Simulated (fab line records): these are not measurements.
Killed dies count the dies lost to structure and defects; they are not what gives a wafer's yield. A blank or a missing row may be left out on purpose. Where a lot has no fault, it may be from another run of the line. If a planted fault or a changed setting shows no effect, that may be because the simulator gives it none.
fab line records    flow n5Finfet
record lots=6  wafers=18  lastDay=17
route steps=1938 shown BEOL_M12@1647 BEOL_M13@1659
lots untouched by any fault: they come from a run of this same line in which no faults occurred
startH: the number of hours between the record's first day and the start of the first shown wafer of the lot    waitH: how many hours have passed since the lot's step before this one    " as in the row above    L1.1+2: a row that stands for several wafers    - no value, or no start was given    * or withheld: withheld    < > ~ a bound
route shown NAME@n: NAME is a module with steps in the file, n the number in the route of the first one    usual: mean and standard deviation over wafers with no fault    same: alike in all rows    chamber/n: place in a boat    sites: each site's reading    _std_site: the standard deviation of these    _edge_site: outer sites' mean less inner sites'    radiusMm: for every site, how far away it sits from the centre of the wafer    mask NAME#n: copy n    behind: the most recent tool/chamber to have shaped the wafer    hold: the reason the lot was held/the length of the hold in hours/how it ended    device: names the non-switching transistor (n, p or np)    end of line: the tests these same wafers got at the end of their route    for a step that has no rows: nothing shown but its recipe    killed: at the first sort, the dies lost to defects and structure; wafer yield is something else    map: dies across one wafer; x = killed, . = not, _ = none there
set.NAME: the setting that was run; set.NAME@STEP: the one run at that earlier step    model.NAME: the simulator's own value behind a step, which no gauge read
a table for each step, a row for each wafer; lots at some steps of the route
services: a tool's chamber out of use, with start hour (startH, from the record's first day; less than 0 if before it), hours out, and reason
## steps
# step N5_BEOL_M12_PRE_CLEAN_42
# recipe gas=H2/He  timeS=30  tempC=250
# usual heaterPowerW=334/29
lot.wafer  tool           chamber  startH  waitH  heaterPowerW
L562.2     pvdSputter-01  -        280.68  0.0    296
L562.4     "              -        "       "      357
L562.6     "              -        "       "      291
L565.1     pvdSputter-03  -        296.14  0.0    317
L565.2     "              -        "       "      321
L565.6     "              -        "       "      357
L567.3     pvdSputter-02  -        303.73  0.0    373
L567.4     "              -        "       "      333
L567.6     "              -        "       "      330
L570.3     pvdSputter-01  -        325.81  0.0    367
L570.5     "              -        "       "      309
L570.6     "              -        "       "      355
L572.2     pvdSputter-03  -        341.32  0.0    316
L572.5     "              -        "       "      346
L572.6     "              -        "       "      321
L575.2     pvdSputter-01  -        369.80  0.0    288
L575.3     "              -        "       "      366
L575.5     "              -        "       "      307
# step N5_BEOL_M12_SPUTTER_43
# recipe material=TaN  targetThkA=150  tempC=50  biasV=168.6  powerW=15000  chamberPressurePa=0.12  timeS=24.19
# step N5_BEOL_M12_SPUTTER_44
# recipe material=Ta  targetThkA=100  tempC=50  biasV=80  powerW=15000  chamberPressurePa=0.07  timeS=16.13
# step N5_BEOL_M12_SPUTTER_45
# recipe material=Cu  targetThkA=800  tempC=-20  biasV=60  powerW=26000  chamberPressurePa=0.13  timeS=13.33
# usual throttleValvePct=29.9/0.91
lot.wafer  tool           chamber  startH  waitH  throttleValvePct
L562.2     pvdSputter-01  -        280.88  0.0    29.7
L562.4     "              -        "       "      30.2
L562.6     "              -        "       "      29.3
L565.1     pvdSputter-03  -        296.34  0.0    30.3
L565.2     "              -        "       "      28.6
L565.6     "              -        "       "      29.9
L567.3     pvdSputter-02  -        303.95  0.0    29.2
L567.4     "              -        "       "      28.8
L567.6     "              -        "       "      29.0
L570.3     pvdSputter-01  -        326.01  0.0    30.4
L570.5     "              -        "       "      31.5
L570.6     "              -        "       "      30.4
L572.2     pvdSputter-03  -        341.52  0.0    31.8
L572.5     "              -        "       "      29.5
L572.6     "              -        "       "      31.8
L575.2     pvdSputter-01  -        370.00  0.0    29.7
L575.3     "              -        "       "      30.3
L575.5     "              -        "       "      31.2
# step N5_BEOL_M12_ECD_47
# recipe material=Cu  targetThkA=7200
# step N5_BEOL_M12_ANNEAL_48
# recipe tempC=225  timeS=90  ambient=N2
# usual wafer_temp_C_max=226.00/0.19
lot.wafer  tool          chamber  startH  waitH  wafer_temp_C_max
L562.2     rtpAnneal-02  0        281.19  0.1    225.77
L562.4     "             0        "       "      225.86
L562.6     "             0        "       "      225.67
L565.1     rtpAnneal-01  0        296.62  0.1    225.89
L565.2     "             0        "       "      226.15
L565.6     "             0        "       "      225.89
L567.3     rtpAnneal-01  0        304.30  0.2    226.08
L567.4     "             0        "       "      226.11
L567.6     "             0        "       "      225.72
L570.3     rtpAnneal-01  0        326.36  0.2    225.92
L570.5     "             0        "       "      226.23
L570.6     "             0        "       "      225.81
L572.2     rtpAnneal-01  0        341.84  0.1    226.14
L572.5     "             0        "       "      225.93
L572.6     "             0        "       "      225.62
L575.2     rtpAnneal-02  0        370.39  0.2    225.94
L575.3     "             0        "       "      225.97
L575.5     "             0        "       "      226.11
# step N5_BEOL_M12_CMP_49
# recipe stopOn=SiOC  tOverpolishS=20.6  downForcePsi=1  platenRpm=50  clearingPlatenDownForcePsi=1.5  clearingPlatenRpm=50  postCmpClean=cuAlkaline  targetThkNm=320  clearingPlatenPadVelocityMS=0.99484  padVelocityMS=0.99484
# usual barrierFieldEndpointS=30.0/0.69  motorCurrentA=5.9/0.45  overpolishRunS=20.599/0.0096  padLifeWafers=747/480  slurryFlowMlMin=149.9/0.43
# same tOverpolishS=20.6
lot.wafer  tool    chamber  startH  waitH  barrierFieldEndpointS  motorCurrentA  overpolishRunS  padLifeWafers  slurryFlowMlMin
L562.4     cmp-03  3        281.48  0.2    31.1                   6.0            20.602          1231           150.0
L562.2     "       1        "       "      29.8                   6.9            20.592          1233           150.1
L562.6     "       3        "       "      30.5                   5.3            20.592          -              150.4
L565.2     cmp-02  0        296.96  0.2    29.4                   5.3            20.618          379            149.9
L565.1     "       1        "       "      29.1                   6.2            20.603          380            150.2
L565.6     "       0        "       "      29.4                   5.2            20.581          -              150.2
L567.4     cmp-04  1        304.52  0.1    30.2                   5.9            20.591          600            150.1
L567.3     "       0        "       "      30.6                   6.1            20.591          603            150.0
L567.6     "       1        "       "      30.3                   5.7            20.600          -              149.9
L570.3     cmp-04  2        326.68  0.3    29.4                   5.9            20.592          759            148.9
L570.5     "       3        "       "      29.3                   6.2            20.598          -              150.2
L570.6     "       0        "       "      29.6                   6.0            20.606          -              149.1
L572.2     cmp-04  1        342.13  0.2    29.4                   5.9            20.607          877            149.8
L572.6     "       0        "       "      30.1                   5.9            20.603          -              150.2
L572.5     "       1        "       "      30.3                   5.5            20.582          -              150.2
L575.2     cmp-02  3        370.72  0.3    29.7                   5.2            20.592          986            149.5
L575.3     "       0        "       "      30.8                   5.1            20.588          987            150.2
L575.5     "       2        "       "      30.5                   6.1            20.610          -              150.2
# step N5_BEOL_M12_THK_MEAS_50
# recipe thkMeasGauge=xrf  reads=Cu_of_BEOL_M12_ECD_47
# usual M12_THK=323/5.8
lot.wafer  tool          chamber  startH  waitH  M12_THK[nm]
L562.2     filmMetro-01  -        281.75  0.1    314
L562.4     "             -        "       "      325
L562.6     "             -        "       "      325
L565.1     filmMetro-01  -        297.21  -      315
L565.2     "             -        "       "      325
L565.6     "             -        "       "      324
L567.3     filmMetro-01  -        304.82  -      327
L567.4     "             -        "       "      314
L567.6     "             -        "       "      326
L570.3     filmMetro-02  -        326.86  -      326
L570.5     "             -        "       "      312
L570.6     "             -        "       "      321
L572.2     filmMetro-02  -        342.38  -      333
L572.5     "             -        "       "      329
L572.6     "             -        "       "      318
L575.2     filmMetro-02  -        370.94  -      322
L575.3     "             -        "       "      323
L575.5     "             -        "       "      314
# step N5_BEOL_M12_PRE_CLEAN_52
# recipe gas=NH3  timeS=15  tempC=withheld  rfPowerW=300
# step N5_BEOL_M12_DEP_53
# recipe material=SiCN  targetThkA=300  tempC=withheld  precursor=3MS/NH3  pressureTorr=3  rfW=675  timeS=10.5
# usual rfFwdPowerW=664/3.9  showerheadPlenumPTorr=4.146/0.02  throttleValvePct=17.7/0.75
lot.wafer  tool      chamber  startH  waitH  rfFwdPowerW  showerheadPlenumPTorr  throttleValvePct
L562.2     pecvd-01  2        281.81  0.0    664          4.154                  16.2
L562.4     "         0        "       "      664          4.097                  18.3
L562.6     "         1        "       "      669          4.151                  18.0
L565.1     pecvd-01  2        297.27  0.0    661          4.146                  16.3
L565.2     "         1        "       "      665          4.151                  18.3
L565.6     "         1        "       "      665          4.140                  18.2
L567.3     pecvd-03  1        304.88  0.0    663          4.149                  17.5
L567.4     "         0        "       "      663          4.134                  18.0
L567.6     "         2        "       "      659          4.146                  18.2
L570.3     pecvd-03  2        326.92  0.0    659          4.159                  18.1
L570.5     "         2        "       "      661          4.147                  17.8
L570.6     "         1        "       "      660          4.148                  17.7
L572.2     pecvd-04  2        342.44  0.0    663          4.151                  16.5
L572.5     "         0        "       "      665          4.190                  18.1
L572.6     "         1        "       "      672          4.155                  17.5
L575.2     pecvd-03  1        371.00  0.0    661          4.141                  17.8
L575.3     "         0        "       "      664          4.141                  18.1
L575.5     "         1        "       "      662          4.157                  18.1
# step N5_BEOL_M12_RS_MEAS_54
# recipe thkMeasGauge=four-point-probe  reads=Cu_of_BEOL_M12_ECD_47+Ta_of_BEOL_M12_SPUTTER_44+TaN_of_BEOL_M12_SPUTTER_43
# usual M12_RS=0.0601/0.0011
lot.wafer  tool          chamber  startH  waitH  M12_RS[ohm/sq]
L562.2     filmMetro-01  -        281.88  0.0    0.0621
L562.4     "             -        "       "      0.0596
L562.6     "             -        "       "      0.0594
L565.1     filmMetro-01  -        297.34  0.1    0.0613
L565.2     "             -        "       "      0.0596
L565.6     "             -        "       "      0.0596
L567.3     filmMetro-01  -        304.95  0.0    0.0594
L567.4     "             -        "       "      0.0620
L567.6     "             -        "       "      0.0596
L570.3     filmMetro-01  -        326.99  0.0    0.0588
L570.5     "             -        "       "      0.0616
L570.6     "             -        "       "      0.0599
L572.2     filmMetro-01  -        342.51  0.0    0.0581
L572.5     "             -        "       "      0.0590
L572.6     "             -        "       "      0.0609
L575.2     filmMetro-02  -        371.06  0.0    0.0599
L575.3     "             -        "       "      0.0596
L575.5     "             -        "       "      0.0614
# step N5_BEOL_M12_INSPECT_55
# recipe inspectInstrument=darkfield  mode=postDep
# usual rawDefectCount=71/24
lot.wafer  tool              chamber  startH  waitH  rawDefectCount
L562.2     defectInspect-02  -        281.90  0.0    43
L562.4     "                 -        "       "      87
L562.6     "                 -        "       "      75
L565.1     defectInspect-02  -        297.37  0.0    56
L565.2     "                 -        "       "      65
L565.6     "                 -        "       "      68
L567.3     defectInspect-01  -        304.97  0.0    88
L567.4     "                 -        "       "      72
L567.6     "                 -        "       "      102
L570.3     defectInspect-01  -        327.01  0.0    43
L570.5     "                 -        "       "      80
L570.6     "                 -        "       "      50
L572.2     defectInspect-01  -        342.53  0.0    109
L572.5     "                 -        "       "      75
L572.6     "                 -        "       "      85
L575.2     defectInspect-02  -        371.09  0.0    65
L575.3     "                 -        "       "      84
L575.5     "                 -        "       "      45
# step N5_BEOL_M13_ILD_DEP_00
# recipe material=SiOC  targetThkA=8379.2  tempC=350  precursor=DEMS/O2  pressureTorr=5  rfW=500  timeS=166.4
# usual heaterPowerW=460/65  rfFwdPowerW=498.0/1.8  showerheadPlenumPTorr=5.695/0.018  susceptorTempC=350.01/0.22  throttleValvePct=11.7/0.56
lot.wafer  tool      chamber  startH  waitH  heaterPowerW  rfFwdPowerW  showerheadPlenumPTorr  susceptorTempC  throttleValvePct
L562.2     pecvd-04  1        281.94  0.0    406           498.4        5.683                  349.78          11.7
L562.4     "         2        "       "      575           499.7        5.692                  349.45          10.8
L562.6     "         1        "       "      324           498.6        5.701                  349.83          11.7
L565.1     pecvd-04  0        297.40  0.0    425           498.7        5.721                  346.79          12.0
L565.2     "         2        "       "      582           498.6        5.684                  347.30          11.1
L565.6     "         0        "       "      340           499.5        5.699                  347.12          12.2
L567.3     pecvd-04  2        305.07  0.1    578           496.5        5.688                  347.49          10.8
L567.4     "         1        "       "      402           498.3        5.695                  347.38          11.6
L567.6     "         1        "       "      327           499.8        5.683                  347.35          11.5
L570.3     pecvd-01  2        327.05  0.0    444           497.4        5.691                  350.42          10.8
L570.5     "         2        "       "      449           497.2        5.691                  350.00          10.9
L570.6     "         0        "       "      482           494.9        5.676                  349.85          12.0
L572.2     pecvd-01  0        342.57  0.0    436           496.0        5.658                  350.09          12.2
L572.5     "         1        "       "      405           500.0        5.696                  349.91          12.1
L572.6     "         0        "       "      460           497.3        5.667                  349.98          12.0
L575.2     pecvd-02  2        371.13  0.0    483           495.7        5.724                  350.06          11.4
L575.3     "         1        "       "      506           497.1        5.694                  349.88          12.5
L575.5     "         1        "       "      525           496.8        5.706                  349.81          12.5
# step N5_BEOL_M13_THK_MEAS_01
# recipe reads=SiOC_of_BEOL_M13_ILD_DEP_00
# usual M13_ILD_THK=839/11
lot.wafer  tool          chamber  startH  waitH  M13_ILD_THK[nm]
L562.2     filmMetro-02  -        282.09  0.1    824
L562.4     "             -        "       "      835
L562.6     "             -        "       "      830
L565.1     filmMetro-02  -        297.55  0.1    841
L565.2     "             -        "       "      824
L565.6     "             -        "       "      853
L567.3     filmMetro-01  -        305.22  0.1    848
L567.4     "             -        "       "      839
L567.6     "             -        "       "      838
L570.3     filmMetro-02  -        327.20  0.1    837
L570.5     "             -        "       "      850
L570.6     "             -        "       "      855
L572.2     filmMetro-01  -        342.72  0.1    829
L572.5     "             -        "       "      850
L572.6     "             -        "       "      848
L575.2     filmMetro-02  -        371.28  0.1    844
L575.3     "             -        "       "      846
L575.5     "             -        "       "      857
## services
tool           chamber  startH  hours  kind
pecvd-04       1        265.09  6.4    repair
pecvd-04       0        266.24  2.1    scheduledDown
pecvd-02       2        267.67  5.0    scheduledDown
pecvd-01       1        298.30  2.1    scheduledDown
cmp-03         -        299.53  7.0    pm
pecvd-04       0        302.31  12.1   repair
pvdSputter-01  -        310.44  9.1    repair
cmp-04         -        318.51  3.0    repair
pvdSputter-03  -        336.33  4.2    repair
pecvd-01       2        347.36  12.4   repair
cmp-02         -        350.29  3.3    repair
pecvd-01       1        367.15  5.0    scheduledDown
## key
firstSign step=N5_BEOL_M13_ILD_DEP_00  reading=susceptorTempC  direction=down  sigmas=12  usual=*  struck=*
effect none on later readings
metAt N5_BEOL_M13_ILD_DEP_00
struckWafers L565.1,L565.2,L565.6,L567.3,L567.4,L567.6
onsetBetween 281.94 297.40
fault kind=processParameterDrift  tool=pecvd-04  chamber=-  onsetH=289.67  steps=N5_BEOL_M13_ILD_DEP_00  channel=tempC  offset=*  shape=step  endH=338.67  actsIn=*  stated=*
